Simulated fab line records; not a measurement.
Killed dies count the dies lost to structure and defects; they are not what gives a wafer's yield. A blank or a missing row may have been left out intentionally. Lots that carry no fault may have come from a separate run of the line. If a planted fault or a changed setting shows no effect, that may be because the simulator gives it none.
Matching of chambers	flow nand_harc	rie_diel-11 running NHARC_P_M1_DESCUM_14: 4 sister chambers
The step chemistry O2, time 3 s. 18 wafers are shown with their chamber, then 9 later ones without.

EACH WAFER AND ITS CHAMBER
wafer	chamber	showerhead_plenum_p_Torr (Torr)	drypump_motor_current_A (A)	oes_product_au (a.u.)
L079.2	3	1.99	5.9	1.006
L079.4	1	1.92	5.5	0.999
L079.5	1	1.92	5.5	1.008
L081.2	1	1.92	5.5	1.012
L081.3	2	1.87	5.8	0.994
L081.6	0	1.93	6.5	1.011
L086.1	2	1.87	5.8	0.993
L086.4	0	1.93	6.4	1.002
L086.5	2	1.87	5.8	0.991
L089.1	2	1.87	5.8	0.985
L089.4	1	1.92	5.5	1.010
L089.6	0	1.93	6.5	0.998
L088.1	2	1.87	5.8	0.989
L088.2	1	1.92	5.5	1.008
L088.4	0	1.93	6.4	0.994
L090.1	0	1.93	6.4	0.997
L090.4	1	1.92	5.5	1.012
L090.5	3	1.98	5.9	1.007

SIGNATURES (means of the wafers above)
reading	chamber 0	chamber 1	chamber 2	chamber 3	scatter within a chamber
showerhead_plenum_p_Torr	1.9300	1.9200	1.8700	1.9850	0.00189
drypump_motor_current_A	6.440	5.500	5.800	5.900	0.0293
oes_product_au	1.00040	1.00817	0.99040	1.00650	0.00494
Rule: for each reading, subtract the chamber's mean from the wafer's reading, divide by that reading's scatter and square the result; add these up over the readings and take the root, which gives the wafer's distance from the chamber. The wafer belongs to the nearest chamber; if the next one is less than 2 further off, it can't be placed. The scatter is the square root of a quotient: the sum, over the shown wafers, of each reading's squared deviation from its chamber's mean, divided by wafers minus chambers.

WAFERS WHOSE CHAMBER IS MISSING
wafer	showerhead_plenum_p_Torr (Torr)	drypump_motor_current_A (A)	oes_product_au (a.u.)
L093.1	1.98	5.9	1.003
L093.5	1.91	5.5	0.995
L093.6	1.93	6.4	1.006
L092.4	1.91	5.5	1.004
L092.5	1.87	5.8	0.981
L092.6	1.91	5.5	1.000
L095.1	1.93	6.4	0.986
L095.2	1.87	5.8	0.980
L095.4	1.91	5.5	1.012

CHAMBER TAKEN BY EACH
wafer	from the rows above	in truth
L093.1	3	3
L093.5	1	1
L093.6	0	0
L092.4	1	1
L092.5	2	2
L092.6	1	1
L095.1	0	0
L095.2	2	2
L095.4	1	1
Placed correctly: 9 of 9. Not placeable from these rows: 0. 0 placed wrongly.
